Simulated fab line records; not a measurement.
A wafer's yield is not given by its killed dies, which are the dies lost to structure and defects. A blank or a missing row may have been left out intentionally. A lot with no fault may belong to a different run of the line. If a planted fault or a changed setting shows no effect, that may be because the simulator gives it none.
Struck lot and sound lot, side by side -- flow n5Finfet -- 19 steps out of a route of 1938
Sound: wafers L301.1, L301.2, L301.3. Wafers struck: L290.2, L290.5. The cause comes at the end.
Per side, at each step with rows, come the tool, then ch with its chambers, and then its first start. Under that, the readings that differ: sound wafers -- struck wafers -- difference of the means -- sigmas: that difference in standard deviations of wafers without a fault.
alike: readings with means less than 2 such deviations apart, plus words and numbers identical on both sides. not compared: withheld readings, readings lacking a value on some wafer, bounds such as >300 that could conceal the same value, and numbers that have no deviation in the record and whose values overlap.
A row with sigmas, a row that says differs or no value, or rows on one side alone: a step with any of these is where the two part. When numbers do not overlap yet have no deviation, they are printed without sigmas and do not part them. A reading that every wafer of one side lacks parts them only if that side has two wafers or more.

N5_BEOL_M15_DESCUM_33: chemistry O2, time 7.9 s.
  sound on rieDiel-04 ch 0,1,3, day 17 03:04; struck on rieDiel-06 ch 0,1, day 14 00:05
  alike: drypumpMotorCurrentA, oesProductAu, rfVppV, showerheadPlenumPTorr, throttleValvePct
  not compared: rfHoursCounterH
N5_BEOL_M15_ETCH_61: etches BARC in N2/H2, target depth 89 nm, overetch 26.7 nm, time 67.9 s.
  sound on rieDiel-04 ch 0,1,3, day 17 03:07; struck on rieDiel-06 ch 0,1, day 14 00:07
  alike: drypumpMotorCurrentA, oesProductAu, rfVppV, showerheadPlenumPTorr, throttleValvePct
  not compared: rfHoursCounterH
then, 1 step without rows for these wafers: N5_BEOL_M15_TRENCH_ETCH_34 (etches SiO2 in C4F8/O2/Ar, target depth 872.93 nm, time 199 s).
N5_BEOL_M15_STRIP_36: strips in O2.
  sound on rieDiel-03 ch 0,1,3, day 17 06:12; struck on rieDiel-03 ch 2,3, day 14 01:55
  alike: drypumpMotorCurrentA, oesProductAu, rfVppV, showerheadPlenumPTorr, throttleValvePct
  not compared: rfHoursCounterH
then, 1 step without rows for these wafers: N5_BEOL_M15_STRIP_62 (strips in O2).
N5_BEOL_M15_STRIP_37: strips in O2.
  sound on rieDiel-03 ch 0,1,3; struck on rieDiel-03 ch 2,3
  alike: drypumpMotorCurrentA, oesProductAu, rfVppV, showerheadPlenumPTorr, throttleValvePct
  not compared: rfHoursCounterH
then, 4 steps without rows for these wafers: N5_BEOL_M15_ETCH_38 (etches SiCN in CF4/N2, target depth 106.4 nm, time 120.5 s); N5_BEOL_M15_PRECLEAN_39 (cleans in residue remover, time 60 s); N5_BEOL_M15_SRD_40 (time 30 s, dry time 30 s); N5_BEOL_M15_DEGAS_41 (time 60 s).
N5_BEOL_M15_PRE_CLEAN_42: time 30 s.
  sound on pvdSputter-01, day 17 06:50; struck on pvdSputter-02, day 14 02:59
  alike: heaterPowerW
N5_BEOL_M15_SPUTTER_43: material TaN, target thk 15 nm, time 24.19 s.
  sound on pvdSputter-01, day 17 06:53; struck on pvdSputter-02, day 14 03:01
reading,sound,struck,difference,sigmas
model.TaN_of_BEOL_M15_SPUTTER_43.thkNm (nm),15.4 15.4 15.4,17.2 17.2,+1.8,
  alike: biasV, throttleValvePct
then, 4 steps without rows for these wafers: N5_BEOL_M15_SPUTTER_44 (material Ta, target thk 15 nm, time 24.19 s); N5_BEOL_M15_SPUTTER_45 (material Cu, target thk 100 nm, time 16.67 s); N5_BEOL_M15_ECD_47 (material Cu, target thk 1860 nm); N5_BEOL_M15_ANNEAL_48 (time 90 s).
N5_BEOL_M15_CMP_49: polishes, stops on SiO2, t overpolish 4.9 s, target thk 850 nm.
  sound on cmp-01 ch 0,1,2, day 17 07:53; struck on cmp-02 ch 1,3, day 14 03:57
reading,sound,struck,difference,sigmas
barrierFieldEndpointS (s),11.60 11.33 11.29,12.24 12.29,+0.86,+4
  alike: motorCurrentA
N5_BEOL_M15_THK_MEAS_50: measures by xrf.
  sound on filmMetro-01, day 17 08:11; struck on filmMetro-01, day 14 04:08
  alike: M15_THK
N5_PASSIVATION_PROBE_49:
  sound wafers here have rows in the record (prober-01, day 17 22:20); struck ones have none

WHERE THEY PART
Earliest at N5_BEOL_M15_CMP_49; latest, in this record, at N5_PASSIVATION_PROBE_49.

WHY: what the simulator had put in
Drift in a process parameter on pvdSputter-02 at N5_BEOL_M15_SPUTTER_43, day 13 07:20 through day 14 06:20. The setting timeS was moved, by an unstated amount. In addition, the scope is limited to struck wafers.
